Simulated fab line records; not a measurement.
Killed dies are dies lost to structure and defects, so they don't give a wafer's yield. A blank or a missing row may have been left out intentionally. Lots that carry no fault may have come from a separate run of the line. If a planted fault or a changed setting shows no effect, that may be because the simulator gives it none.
Matching of chambers + flow n5-finfet + rie-diel-04 running N5_BEOL_M1_ETCHBACK_99: 4 sister chambers
The step etches SiO2 in CHF3, target depth 5 nm, time 10.4 s. 18 wafers are shown with their chamber, then 9 later ones without.

## EACH WAFER AND ITS CHAMBER
| wafer  | chamber | drypump-motor-current-A (A) | showerhead-plenum-p-Torr (Torr) | throttle-valve-pct (%) |
|--------|---------|-----------------------------|---------------------------------|------------------------|
| L076.1 | 0       | 5.1                         | 2.04                            | 16.93                  |
| L076.3 | 3       | 6.0                         | 2.06                            | 16.98                  |
| L076.4 | 2       | 6.3                         | 2.12                            | 17.25                  |
| L079.2 | 3       | 6.1                         | 2.06                            | 16.99                  |
| L079.3 | 1       | 5.0                         | 2.06                            | 17.07                  |
| L079.5 | 1       | 5.0                         | 2.06                            | 17.08                  |
| L084.1 | 2       | 6.3                         | 2.11                            | 17.29                  |
| L084.2 | 1       | 5.0                         | 2.06                            | 17.07                  |
| L084.4 | 0       | 5.1                         | 2.03                            | 16.96                  |
| L085.2 | 1       | 5.0                         | 2.06                            | 17.08                  |
| L085.5 | 2       | 6.3                         | 2.11                            | 17.29                  |
| L085.6 | 3       | 6.1                         | 2.06                            | 17.02                  |
| L086.1 | 1       | 5.0                         | 2.06                            | 17.09                  |
| L086.3 | 2       | 6.3                         | 2.11                            | 17.31                  |
| L086.4 | 0       | 5.1                         | 2.03                            | 16.95                  |
| L087.3 | 3       | 6.1                         | 2.06                            | 17.02                  |
| L087.4 | 0       | 5.1                         | 2.03                            | 16.97                  |
| L087.6 | 0       | 5.1                         | 2.03                            | 16.95                  |

SIGNATURES (averages over the wafers above)
| reading                  | chamber 0 | chamber 1 | chamber 2 | chamber 3 | scatter within a chamber |
|--------------------------|-----------|-----------|-----------|-----------|--------------------------|
| drypump-motor-current-A  | 5.100     | 5.000     | 6.300     | 6.075     | 0.0231                   |
| showerhead-plenum-p-Torr | 2.0320    | 2.0600    | 2.1125    | 2.0600    | 0.00333                  |
| throttle-valve-pct       | 16.9520   | 17.0780   | 17.2850   | 17.0025   | 0.0176                   |
Rule: for a wafer and a chamber, the distance is found by dividing, reading by reading, the gap between the wafer's reading and the chamber's mean by the reading's scatter, squaring, summing and taking the root. If the next closest chamber is less than 2 further off than the closest, the wafer can't be placed; otherwise it belongs to the closest. The scatter: the root of (the sum of the squares of (reading less its chamber's mean) over the shown wafers, divided by (wafers less chambers)).

## WAFERS WHOSE CHAMBER IS MISSING
| wafer  | drypump-motor-current-A (A) | showerhead-plenum-p-Torr (Torr) | throttle-valve-pct (%) |
|--------|-----------------------------|---------------------------------|------------------------|
| L088.3 | 5.1                         | 2.03                            | 16.96                  |
| L088.5 | 5.1                         | 2.03                            | 16.97                  |
| L088.6 | 5.0                         | 2.06                            | 17.08                  |
| L092.1 | 5.0                         | 2.06                            | 17.09                  |
| L092.3 | 6.1                         | 2.05                            | 17.02                  |
| L092.6 | 6.3                         | 2.11                            | 17.32                  |
| L097.1 | 5.1                         | 2.02                            | 17.00                  |
| L097.3 | 6.2                         | 2.10                            | 17.33                  |
| L097.5 | 5.1                         | 2.03                            | 16.99                  |

## WHICH CHAMBER EACH WENT THROUGH
| wafer  | from the rows above | in truth |
|--------|---------------------|----------|
| L088.3 | 0                   | 0        |
| L088.5 | 0                   | 0        |
| L088.6 | 1                   | 1        |
| L092.1 | 1                   | 1        |
| L092.3 | 3                   | 3        |
| L092.6 | 2                   | 2        |
| L097.1 | 0                   | 0        |
| L097.3 | 2                   | 2        |
| L097.5 | 0                   | 0        |
Placed correctly: 9 of 9. Left unplaced by these rows: 0. Wrongly placed: 0.
